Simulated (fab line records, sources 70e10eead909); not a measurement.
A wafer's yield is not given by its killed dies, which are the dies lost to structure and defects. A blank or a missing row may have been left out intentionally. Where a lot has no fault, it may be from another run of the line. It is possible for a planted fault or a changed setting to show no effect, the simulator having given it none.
Check of tool commonality    flow nand_harc    Sampled: 12 lots, 36 wafers

## WHAT PROMPTED THE OPENING
Flagged at NHARC_END_SORT_01: reading killed_dies, on 2 of 12 lots. Wafers without a fault read 67, standard deviation 16.
Rule: a lot is flagged in two cases, either no wafer of it has a number, or all its wafers with numbers fall more than 4 standard deviations from that mean. All remaining lots are regarded as sound.

lot   measured      on         killed_dies, wafer by wafer  flag
L355  day 24 08:47  prober-02  63 53 52                     
L356  day 25 06:48  prober-01  75 67 78                     
L362  day 27 07:16  prober-02  557 546 552                  FLAGGED
L361  day 27 08:02  prober-01  562 577 561                  FLAGGED
L369  day 30 02:50  prober-01  52 64 69                     
L372  day 30 21:46  prober-02  83 84 86                     
L371  day 31 12:14  prober-01  85 89 99                     
L376  day 32 04:21  prober-02  68 70 69                     
L374  day 32 04:24  prober-01  89 84 73                     
L373  day 32 13:49  prober-01  62 62 61                     
L375  day 33 05:26  prober-02  77 92 91                     
L377  day 34 09:10  prober-02  71 61 58                     
On average the flagged lots' numbers are 559, which is +492 against the usual, or +31 standard deviations.

## TOOL THAT RAN EACH LOT
Before the reading, the record contains 4 process steps out of a 1302-step route. In each cell: the tool, then ch and the chambers that the sampled wafers went through, then the start.
lot   flag     NHARC_A_STAIRCASE_ETCH_452                     NHARC_A_STAIRCASE_ETCH_315                     NHARC_A_STAIRCASE_STRIP_316                    NHARC_A_STAIRCASE_CVD_552
L355           rie_diel-02 ch 1,2,3, day 17 14:07 or earlier  rie_diel-11 ch 0,3, day 17 14:07 or earlier    rie_diel-11 ch 1,2, day 17 14:07 or earlier    lpcvd-01 ch 0, day 17 14:07
L356           rie_diel-11 ch 0,1,2, day 18 11:04 or earlier  rie_diel-02 ch 1,2,3, day 18 11:04 or earlier  rie_diel-02 ch 0,2,3, day 18 11:04 or earlier  lpcvd-02 ch 1, day 18 11:04
L362  FLAGGED  rie_diel-04 ch 0,3, day 20 10:28 or earlier    rie_diel-02 ch 0,1,2, day 20 10:28 or earlier  rie_diel-02 ch 0,2,3, day 20 10:28 or earlier  lpcvd-02 ch 1, day 20 10:28
L361  FLAGGED  rie_diel-02 ch 0,3, day 20 07:02 or earlier    rie_diel-02 ch 0,1,2, day 20 07:02 or earlier  rie_diel-02 ch 0,1,3, day 20 07:02 or earlier  lpcvd-01 ch 1, day 20 07:02
L369           rie_diel-04 ch 0,2, day 23 02:43 or earlier    rie_diel-02 ch 1,2, day 23 02:43               rie_diel-02 ch 1,2, day 23 03:22               lpcvd-02 ch 0, day 23 12:51
L372           rie_diel-11 ch 0,1,2, day 24 08:17 or earlier  rie_diel-02 ch 1,2, day 24 08:17 or earlier    rie_diel-02 ch 1,3, day 24 08:17 or earlier    lpcvd-02 ch 0, day 24 08:17
L371           rie_diel-11 ch 0,2,3, day 24 03:34 or earlier  rie_diel-11 ch 1,2, day 24 03:34 or earlier    rie_diel-11 ch 2,3, day 24 03:34 or earlier    lpcvd-02 ch 0, day 24 03:34
L376           rie_diel-11 ch 0,1,3, day 25 15:51 or earlier  rie_diel-11 ch 0,2,3, day 25 15:51 or earlier  rie_diel-11 ch 1,2,3, day 25 15:51 or earlier  lpcvd-01 ch 1, day 25 15:51
L374           rie_diel-02 ch 0,1,2, day 25 08:21 or earlier  rie_diel-04 ch 0,1,3, day 25 08:21 or earlier  rie_diel-04 ch 0,1, day 25 08:21 or earlier    lpcvd-02 ch 0, day 25 08:21
L373           rie_diel-04 ch 0,1,2, day 25 08:21 or earlier  rie_diel-04 ch 0,1,2, day 25 08:21 or earlier  rie_diel-04 ch 0,3, day 25 08:21 or earlier    lpcvd-02 ch 0, day 25 08:21
L375           rie_diel-04 ch 0,3, day 26 12:13 or earlier    rie_diel-11 ch 2,3, day 26 12:13 or earlier    rie_diel-11 ch 2,3, day 26 12:13 or earlier    lpcvd-02 ch 0, day 26 12:13
L377           rie_diel-02 ch 0,1,3, day 27 09:19 or earlier  rie_diel-04 ch 1,2, day 27 09:19 or earlier    rie_diel-04 ch 2,3, day 27 09:19 or earlier    lpcvd-01 ch 0, day 27 09:19
What the steps here do:
- NHARC_A_STAIRCASE_ETCH_452: etches the open film in CF4/O2, target depth 30 nm, overetch 3 nm, time 16.5 s.
- NHARC_A_STAIRCASE_ETCH_315: etches the open film in C4F8/O2/Ar, target depth 2500 nm, time 607.1 s.
- NHARC_A_STAIRCASE_STRIP_316: strips in O2.
- NHARC_A_STAIRCASE_CVD_552: deposits SiNx, target thk 40 nm.
- NHARC_END_SORT_01

## FLAGGED OVER TOTAL, TOOL BY TOOL (the gauges that took the reading come last)
step                         tool         lots run  flagged  share of the flagged lots  sound lots run after its first flagged lot
NHARC_A_STAIRCASE_ETCH_452   rie_diel-02  4         1        some                       2 (L374,L377)
NHARC_A_STAIRCASE_ETCH_452   rie_diel-04  4         1        some                       3 (L369,L373,L375)
NHARC_A_STAIRCASE_ETCH_452   rie_diel-11  4         0        none                       -
NHARC_A_STAIRCASE_ETCH_315   rie_diel-02  5         2        all                        2 (L369,L372)
NHARC_A_STAIRCASE_ETCH_315   rie_diel-04  3         0        none                       -
NHARC_A_STAIRCASE_ETCH_315   rie_diel-11  4         0        none                       -
NHARC_A_STAIRCASE_STRIP_316  rie_diel-02  5         2        all                        2 (L369,L372)
NHARC_A_STAIRCASE_STRIP_316  rie_diel-04  3         0        none                       -
NHARC_A_STAIRCASE_STRIP_316  rie_diel-11  4         0        none                       -
NHARC_A_STAIRCASE_CVD_552    lpcvd-01     4         1        some                       2 (L376,L377)
NHARC_A_STAIRCASE_CVD_552    lpcvd-02     8         1        some                       6 (L369,L371,L372,L373,L374,L375)
NHARC_END_SORT_01            prober-01    6         1        some                       4 (L369,L371,L374,L373)
NHARC_END_SORT_01            prober-02    6         1        some                       4 (L372,L376,L375,L377)
NHARC_A_STAIRCASE_ETCH_452 gives no start for some lots, so the hours and the order of its lots are those of NHARC_A_STAIRCASE_CVD_552. NHARC_A_STAIRCASE_ETCH_315 gives no start for some lots, so the hours and the order of its lots are those of NHARC_A_STAIRCASE_CVD_552. NHARC_A_STAIRCASE_STRIP_316 gives no start for some lots, so the hours and the order of its lots are those of NHARC_A_STAIRCASE_CVD_552.

## WHAT THE TABLE PERMITS
In 2 table rows, all flagged lots were run: rie_diel-02 (NHARC_A_STAIRCASE_ETCH_315), rie_diel-02 (NHARC_A_STAIRCASE_STRIP_316).
- rie_diel-02 at NHARC_A_STAIRCASE_ETCH_315: 2 of its 5 lots flagged. Lots that were sound ran on it after the first flagged one (L369, L372); a persistent fault on the entire tool would not allow that.
- rie_diel-02 at NHARC_A_STAIRCASE_STRIP_316: 2 of its 5 lots flagged. Lots that were sound ran on it after the first flagged one (L369, L372); a persistent fault on the entire tool would not allow that.
None of the table's rows ran every flagged lot and, after the first, no sound lot.

## WHAT THE SIMULATOR HAD PUT IN
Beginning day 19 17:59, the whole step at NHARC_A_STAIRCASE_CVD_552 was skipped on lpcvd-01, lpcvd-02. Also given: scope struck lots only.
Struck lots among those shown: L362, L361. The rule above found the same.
